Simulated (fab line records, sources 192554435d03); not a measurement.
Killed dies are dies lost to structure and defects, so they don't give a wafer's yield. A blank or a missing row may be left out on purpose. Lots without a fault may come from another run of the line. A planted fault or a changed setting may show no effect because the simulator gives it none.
fab line records | flow n5_finfet
record lots=7 wafers=39
route steps=1938 shown BEOL_M0_SAQP@676 BEOL_M0_CUTY@711 BEOL_M0@715 BEOL_M3@931
start_h: hours from the record's first day to the start of the lot's first wafer shown | wait_h: hours since the lot's step before | " the same as in the row above | L1.1+2: a row that stands for several wafers | - no value, or no start given | * or withheld: withheld | < > ~ a bound
route shown NAME@n: a module of which the file shows steps, and the number in the route of the first | usual: mean/standard deviation of fault-free wafers | same: alike in all rows | chamber/n: place in a boat | sites: the reading at each site | _std_site: their standard deviation | _edge_site: outer sites' mean less inner sites' | radius_mm: how far each site lies from the wafer's centre | mask NAME#n: copy n | behind: the tool/chamber that last shaped the wafer | hold: why the lot was held/for how many hours/how that ended | device: the transistor (n, p or np) that didn't switch | end of line: the same wafers' tests at the end of the route | a step without rows: its recipe alone | killed: dies lost to structure and defects at the first sort, not the wafer's yield | map: a wafer's dies, x killed, . not, _ none there
set.NAME: the setting as run; set.NAME@STEP: as run at that earlier step | model.NAME: the simulator's own value behind a step, which no gauge read
lots whose settings were changed on purpose; a table a step, a row a wafer
## steps
# step N5_BEOL_M0_SAQP_SPACER2_ALD_26
# recipe material=SiO2 target_thk_a=150 temp_c=300 ald_precursor_family=BDEAS ald_co_reactant=O2-plasma pulse_time_s=1 purge_time_s=2 co_reactant_purge_time_s=2 pressure_torr=2
# columns lot.wafer tool chamber start_h wait_h set.target_thk_a model.SiO2_of_BEOL_M0_SAQP_SPACER2_ALD_26.thk_nm
L075.1+3+4 ald_sin-02 0,1,2 120.53 0.1 150 15
L075.2+5 " 3,2 " " 69.68 7
L075.6 " 1 " " 69.68 6.8
L076.2+5 ald_sin-04 3,1 123.95 0.6 150 15
L076.4 " 1 " " 150 14.8
L082.1+2+4 ald_sin-01 2,3,0 163.53 0.1 150 15
L082.3+6 " 1 " " 111.9 11.2
L082.5 " 2 " " 111.9 11
L091.1+2 ald_sin-04 0,3 213.29 0.1 150 14.8
L091.3+4+5+6 " 2,1,1,0 " " 150 15
L093.1+4+5 ald_sin-01 0,1,3 223.70 0.1 150 15
L093.2 " 3 " " 94.48 9.4
L093.3+6 " 2 " " 94.48 9.6
L094.1+2+6 ald_sin-01 0,3,3 228.68 0.1 150 15
L094.3+4+5 " 2,1,0 " " 232.1 23.2
L096.1+2+3+4+6 ald_sin-04 0,1,2,3,0 243.15 0.2 150 15
L096.5 " 1 " " 150 15.2
# step N5_BEOL_M0_SAQP_SPACER2_ETCHBACK_27
# recipe chemistry=CHF3/O2 mode=anisotropic_etchback target=SiO2 target_depth_a=225 time_s=11.25 pressure_mtorr=30 source_w=650 bias_w=170 Ar_flow_sccm=200 CHF3_flow_sccm=50 O2_flow_sccm=5 ion_energy_ev=200
# step N5_BEOL_M0_SAQP_MANDREL2_REMOVE_110
# recipe chemistry=HBr/Cl2/O2 bt_time_s=10 target=a-Si stop_on=SiCN endpoint=OES-SiCl over_etch_frac=1 icp_w=600 bias_w=30 HBr_flow_sccm=150 Cl2_flow_sccm=80 O2_flow_sccm=5 pressure_mtorr=10
# columns lot.wafer tool chamber start_h wait_h set.target_thk_a@BEOL_M0_SAQP_SPACER2_ALD_26 model.BEOL_M0_SAQP.cd_nm
L075.1+3+4 rie_si-04 0,1,3 121.17 0.1 150 14.8
L075.2 " 2 " " 69.68 6.8
L075.5 " 2 " " 69.68 7
L075.6 " 1 " " 69.68 6.6
L076.2+4+5 rie_si-04 0,2,2 124.59 0.1 150 15
L082.1 rie_si-02 0 164.17 0.1 150 14.6
L082.2+4 " 1,3 " " 150 15
L082.3+5+6 " 2,3,2 " " 111.9 11
L091.1+2+6 rie_si-06 1,0,0 213.93 0.1 150 14.8
L091.3+4 " 2,3 " " 150 15.2
L091.5 " 3 " " 150 15
L093.1 rie_si-04 3 224.55 0.1 150 15
L093.2+3+6 " 1,2,3 " " 94.48 9.4
L093.4+5 " 0,2 " " 150 14.8
L094.1+2 rie_si-04 0,2 229.32 0.1 150 14.8
L094.3 " 3 " " 232.1 23.4
L094.4 " 1 " " 232.1 23.2
L094.5 " 2 " " 232.1 23
L094.6 " 3 " " 150 15
L096.1+6 rie_si-04 2 243.79 0.1 150 14.8
L096.2+3+4 " 0,3,1 " " 150 15
L096.5 " 1 " " 150 15.2
# step N5_BEOL_M0_SAQP_CD_MEAS_29
# recipe target_cd_nm=14.4 landing_energy_ev=1000 detector=se_inlens
# usual cd_nm=14.95/0.22
# columns lot.wafer tool chamber start_h wait_h set.target_thk_a@BEOL_M0_SAQP_SPACER2_ALD_26 cd_nm
L075.1 cd_sem-02 0 121.28 0.1 150 14.80
L075.2 " 0 " " 69.68 6.97
L075.3 " 0 " " 150 14.50
L075.4 " 0 " " 150 14.79
L075.5 " 0 " " 69.68 7.12
L075.6 " 0 " " 69.68 6.63
L076.2 cd_sem-03 0 124.70 0.1 150 15.04
L076.4 " 0 " " 150 15.00
L076.5 " 0 " " 150 14.81
L082.1 cd_sem-02 0 164.28 0.1 150 14.78
L082.2 " 0 " " 150 15.18
L082.3 " 0 " " 111.9 10.83
L082.4 " 0 " " 150 15.19
L082.5 " 0 " " 111.9 10.85
L082.6 " 0 " " 111.9 11.33
L091.1 cd_sem-02 0 214.04 0.1 150 14.59
L091.2 " 0 " " 150 14.71
L091.3 " 0 " " 150 15.30
L091.4 " 0 " " 150 14.97
L091.5 " 0 " " 150 15.22
L091.6 " 0 " " 150 14.97
L093.1 cd_sem-03 0 224.66 0.1 150 14.47
L093.2 " 0 " " 94.48 9.46
L093.3 " 0 " " 94.48 9.60
L093.4 " 0 " " 150 14.51
L093.5 " 0 " " 150 14.68
L093.6 " 0 " " 94.48 9.68
L094.1 cd_sem-03 0 229.43 0.1 150 14.77
L094.2 " 0 " " 150 15.07
L094.3 " 0 " " 232.1 23.32
L094.4 " 0 " " 232.1 23.39
L094.5 " 0 " " 232.1 23.04
L094.6 " 0 " " 150 15.28
L096.1 cd_sem-01 0 243.89 0.1 150 14.82
L096.2 " 0 " " 150 15.00
L096.3 " 0 " " 150 15.07
L096.4 " 0 " " 150 15.09
L096.5 " 0 " " 150 15.34
L096.6 " 0 " " 150 14.89
# step N5_BEOL_M0_SAQP_COAT_69
# recipe resist=SOC temp_c=250 time_s=60 spin_rpm=1500 resist_thk_nm=90
# step N5_BEOL_M0_SAQP_COAT_72
# recipe resist=SiARC temp_c=220 time_s=60 spin_rpm=1500 resist_thk_nm=15
# step N5_BEOL_M0_CUTY_DESCUM_61
# recipe chemistry=O2 time_s=7.9 source_power_w=50 bias_power_w=20 pressure_mtorr=20 rf_frequency_hz=2.712e+07 temp_c=40 resist=CAR-ArF-block o2_flow_sccm=225
# step N5_BEOL_M0_CUTY_ETCH_62
# recipe chemistry=CF4 target=SiARC mask_material=CAR-ArF-block time_s=58.5 ion_energy_ev=80 pressure_mtorr=40 source_w=545 bias_w=36 Ar_flow_sccm=100 cf4_flow_sccm=100 ends=cleared
# step N5_BEOL_M0_CUTY_ETCH_63
# recipe chemistry=N2/H2 target=SOC target_depth_a=827 overetch_a=165 mask_material=SiARC temp_c=40 ion_energy_ev=200 time_s=124 pressure_mtorr=30 source_w=840 bias_w=150 n2_flow_sccm=200 h2_flow_sccm=200
# columns lot.wafer tool chamber start_h wait_h set.target_thk_a@BEOL_M0_SAQP_SPACER2_ALD_26 model.SiO2_of_BEOL_M0_SAQP_SPACER2_ALD_26.thk_nm
L075.1+3 rie_diel-03 3,1 124.02 0.0 150 7.2
L075.2+5+6 " 2,3,1 " " 69.68 1.4
L075.4 " 2 " " 150 7
L076.2 rie_diel-06 1 126.88 0.0 150 7.4
L076.4 " 0 " " 150 7
L076.5 " 3 " " 150 7.2
L082.1 rie_diel-06 0 166.31 0.0 150 7
L082.2 " 1 " " 150 7.4
L082.3+5 " 3,1 " " 111.9 3.4
L082.4 " 2 " " 150 7.2
L082.6 " 0 " " 111.9 3.2
L091.1+3 rie_diel-05 3,0 216.13 0.0 150 7.2
L091.2+4+6 " 1,2,2 " " 150 7
L091.5 " 3 " " 150 7.4
L093.1 rie_diel-05 3 227.61 0.0 150 7.4
L093.2+3+6 " 0,1,3 " " 94.48 2.4
L093.4+5 " 0,1 " " 150 7.2
L094.1+6 rie_diel-05 1 231.81 0.0 150 7.2
L094.2 " 0 " " 150 7
L094.3+4 " 3 " " 232.1 15.6
L094.5 " 0 " " 232.1 15.2
L096.1+2 rie_diel-05 0,2 246.14 0.0 150 7
L096.3+6 " 3 " " 150 7.4
L096.4+5 " 1,2 " " 150 7.2
# step N5_BEOL_M0_CUTY_STRIP_64
# recipe chemistry=N2/H2 temp_c=40 n2_flow_sccm=200 h2_flow_sccm=200 rf_frequency_hz=6e+07
# step N5_BEOL_M0_ETCH_138
# recipe chemistry=CH3F/O2 target_depth_a=120 target=SiCN time_s=31.6 ion_energy_ev=120 pressure_mtorr=30 source_w=395 bias_w=75 Ar_flow_sccm=150 CH3F_flow_sccm=30 O2_flow_sccm=20 ends=cleared
# columns lot.wafer tool chamber start_h wait_h set.target_thk_a@BEOL_M0_SAQP_SPACER2_ALD_26 model.SiO2_of_BEOL_M0_SAQP_SPACER2_ALD_26.thk_nm
L075.1+3 rie_diel-03 3,1 124.14 0.0 150 5.2
L075.2+5+6 " 2,3,1 " " 69.68 0.8
L075.4 " 2 " " 150 5
L076.2 rie_diel-06 1 127.00 0.0 150 5.4
L076.4 " 0 " " 150 5
L076.5 " 3 " " 150 5.2
L082.1 rie_diel-06 0 166.43 0.0 150 5
L082.2 " 1 " " 150 5.4
L082.3+5 " 3,1 " " 111.9 1.6
L082.4 " 2 " " 150 5.2
L082.6 " 0 " " 111.9 1.4
L091.1+5 rie_diel-05 3 216.25 0.0 150 5.4
L091.2+3+4 " 1,0,2 " " 150 5.2
L091.6 " 2 " " 150 5
L093.1 rie_diel-05 3 227.73 0.0 150 5.4
L093.2+3+6 " 0,1,3 " " 94.48 1.2
L093.4 " 0 " " 150 5.2
L093.5 " 1 " " 150 5
L094.1 rie_diel-05 1 231.93 0.0 150 5.2
L094.2+6 " 0,1 " " 150 5
L094.3 " 3 " " 232.1 13.8
L094.4 " 3 " " 232.1 13.6
L094.5 " 0 " " 232.1 13.2
L096.1+2+4+5 rie_diel-05 0,2,1,2 246.27 0.0 150 5
L096.3+6 " 3 " " 150 5.4
# step N5_BEOL_M0_HM_OPEN_105
# recipe chemistry=Cl2/BCl3 target_depth_a=120 target=TiN ion_energy_ev=150 pressure_mtorr=10 icp_w=1000 bias_w=126 Cl2_flow_sccm=53.25 bcl3_flow_sccm=21.75 Ar_flow_sccm=25
# columns lot.wafer tool chamber start_h wait_h set.target_thk_a@BEOL_M0_SAQP_SPACER2_ALD_26 model.SiO2_of_BEOL_M0_SAQP_SPACER2_ALD_26.thk_nm
L075.1 rie_metal-03 1 125.78 1.6 150 3
L075.2+5+6 " 0,0,1 " " 69.68 0.4
L075.3 " 0 " " 150 2.8
L075.4 " 1 " " 150 2.6
L076.2+5 rie_metal-03 0,1 127.52 0.5 150 2.8
L076.4 " 0 " " 150 2.6
L082.1+4 rie_metal-01 0 169.83 3.4 150 2.8
L082.2 " 1 " " 150 3
L082.3+5+6 " 1,1,0 " " 111.9 0.8
L091.1 rie_metal-02 0 217.11 0.8 150 3
L091.2 " 1 " " 150 2.4
L091.3+5+6 " 1,1,0 " " 150 2.6
L091.4 " 0 " " 150 2.8
L093.1 rie_metal-02 0 228.84 1.1 150 3
L093.2+3+6 " 1,0,1 " " 94.48 0.6
L093.4 " 1 " " 150 2.4
L093.5 " 0 " " 150 2.6
L094.1 rie_metal-03 0 234.58 2.6 150 2.8
L094.2+6 " 1 " " 150 2.6
L094.3 " 0 " " 232.1 11.2
L094.4 " 1 " " 232.1 11
L094.5 " 0 " " 232.1 10.6
L096.1+2+4+5 rie_metal-01 1,0,1,1 246.97 0.7 150 2.6
L096.3+6 " 0 " " 150 3
# step N5_BEOL_M3_ILD_DEP_00
# recipe material=SiOC target_thk_a=790 temp_c=350 precursor=DEMS/O2 pressure_torr=5 rf_w=500 time_s=15.3
# columns lot.wafer tool chamber start_h wait_h set.time_s model.SiOC_of_BEOL_M3_ILD_DEP_00.thk_nm
L075.1+2 pecvd-04 1,0 148.89 0.0 15.3 78
L075.3 " 2 " " 15.3 76.4
L075.4 " 0 " " 15.3 78.6
L075.5 " 1 " " 15.3 79.4
L075.6 " 2 " " 15.3 77.6
L076.2 pecvd-02 0 157.15 0.0 15.3 78.4
L076.4 " 1 " " 15.3 79
L076.5 " 2 " " 15.3 81.4
L082.1 pecvd-03 1 193.44 0.0 24.05 122
L082.2 " 0 " " 15.3 76.8
L082.3 " 2 " " 15.3 75.2
L082.4 " 1 " " 24.05 123.2
L082.5 " 0 " " 24.05 121.4
L082.6 " 2 " " 15.3 78.6
L091.1 pecvd-03 1 248.41 0.0 15.3 78.2
L091.2 " 0 " " 15.3 76.8
L091.3 " 1 " " 15.3 79.8
L091.4 " 0 " " 15.3 77.2
L091.5 " 0 " " 15.3 77.4
L091.6 " 1 " " 15.3 80
L093.1 pecvd-04 2 259.75 0.0 10.73 54.4
L093.2 " 1 " " 15.3 80
L093.3 " 0 " " 10.73 55.6
L093.4 " 2 " " 10.73 55.2
L093.5 " 1 " " 15.3 80.8
L093.6 " 0 " " 15.3 79.4
L094.1 pecvd-04 1 265.68 0.0 21.1 108.2
L094.2+3 " 2,0 " " 15.3 77.8
L094.4 " 1 " " 21.1 110.4
L094.5 " 0 " " 21.1 108.8
L094.6 " 2 " " 15.3 79
L096.1+5 pecvd-03 1 278.29 0.0 11.42 60.6
L096.2 " 0 " " 15.3 78
L096.3 " 2 " " 15.3 78.6
L096.4 " 0 " " 15.3 78.8
L096.6 " 2 " " 11.42 59.8
# step N5_BEOL_M3_THK_MEAS_01
# recipe reads=SiOC_of_BEOL_M3_ILD_DEP_00
# usual M3_ILD_THK=78.7/1.3
# columns lot.wafer tool chamber start_h wait_h set.time_s@BEOL_M3_ILD_DEP_00 M3_ILD_THK[nm]
L075.1 film_metro-02 - 148.95 0.0 15.3 78.0
L075.2 " - " " 15.3 77.9
L075.3 " - " " 15.3 76.4
L075.4 " - " " 15.3 78.6
L075.5 " - " " 15.3 79.5
L075.6 " - " " 15.3 77.7
L076.2 film_metro-02 - 157.22 0.1 15.3 78.4
L076.4 " - " " 15.3 79.0
L076.5 " - " " 15.3 81.5
L082.1 film_metro-02 - 193.51 0.0 24.05 122.0
L082.2 " - " " 15.3 76.9
L082.3 " - " " 15.3 75.3
L082.4 " - " " 24.05 123.2
L082.5 " - " " 24.05 121.3
L082.6 " - " " 15.3 78.5
L091.1 film_metro-01 - 248.50 0.1 15.3 78.3
L091.2 " - " " 15.3 76.9
L091.3 " - " " 15.3 79.8
L091.4 " - " " 15.3 77.1
L091.5 " - " " 15.3 77.4
L091.6 " - " " 15.3 80.1
L093.1 film_metro-01 - 259.81 0.0 10.73 54.4
L093.2 " - " " 15.3 80.0
L093.3 " - " " 10.73 55.6
L093.4 " - " " 10.73 55.1
L093.5 " - " " 15.3 80.7
L093.6 " - " " 15.3 79.5
L094.1 film_metro-02 - 265.75 0.0 21.1 108.2
L094.2 " - " " 15.3 77.7
L094.3 " - " " 15.3 77.8
L094.4 " - " " 21.1 110.5
L094.5 " - " " 21.1 108.7
L094.6 " - " " 15.3 79.1
L096.1 film_metro-01 - 278.36 0.0 11.42 60.6
L096.2 " - " " 15.3 77.9
L096.3 " - " " 15.3 78.6
L096.4 " - " " 15.3 78.9
L096.5 " - " " 11.42 60.6
L096.6 " - " " 11.42 59.8
## key
split step=N5_BEOL_M0_SAQP_SPACER2_ALD_26 setting=target_thk_a stated=150 by=wafer
response step=N5_BEOL_M0_SAQP_SPACER2_ALD_26 reading=model.SiO2_of_BEOL_M0_SAQP_SPACER2_ALD_26.thk_nm change=+0.15 per=1% r=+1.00
response step=N5_BEOL_M0_SAQP_MANDREL2_REMOVE_110 reading=model.BEOL_M0_SAQP.cd_nm change=+0.15 per=1% r=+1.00
response step=N5_BEOL_M0_SAQP_CD_MEAS_29 reading=cd_nm change=+0.146 per=1% r=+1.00
response step=N5_BEOL_M0_CUTY_ETCH_63 reading=model.SiO2_of_BEOL_M0_SAQP_SPACER2_ALD_26.thk_nm change=+0.132 per=1% r=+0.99
response step=N5_BEOL_M0_ETCH_138 reading=model.SiO2_of_BEOL_M0_SAQP_SPACER2_ALD_26.thk_nm change=+0.119 per=1% r=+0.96
response step=N5_BEOL_M0_HM_OPEN_105 reading=model.SiO2_of_BEOL_M0_SAQP_SPACER2_ALD_26.thk_nm change=+0.0901 per=1% r=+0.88
split step=N5_BEOL_M3_ILD_DEP_00 setting=time_s stated=15.3 by=wafer
response step=N5_BEOL_M3_ILD_DEP_00 reading=model.SiOC_of_BEOL_M3_ILD_DEP_00.thk_nm change=+0.796 per=1% r=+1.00
response step=N5_BEOL_M3_THK_MEAS_01 reading=M3_ILD_THK change=+0.796 per=1% r=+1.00
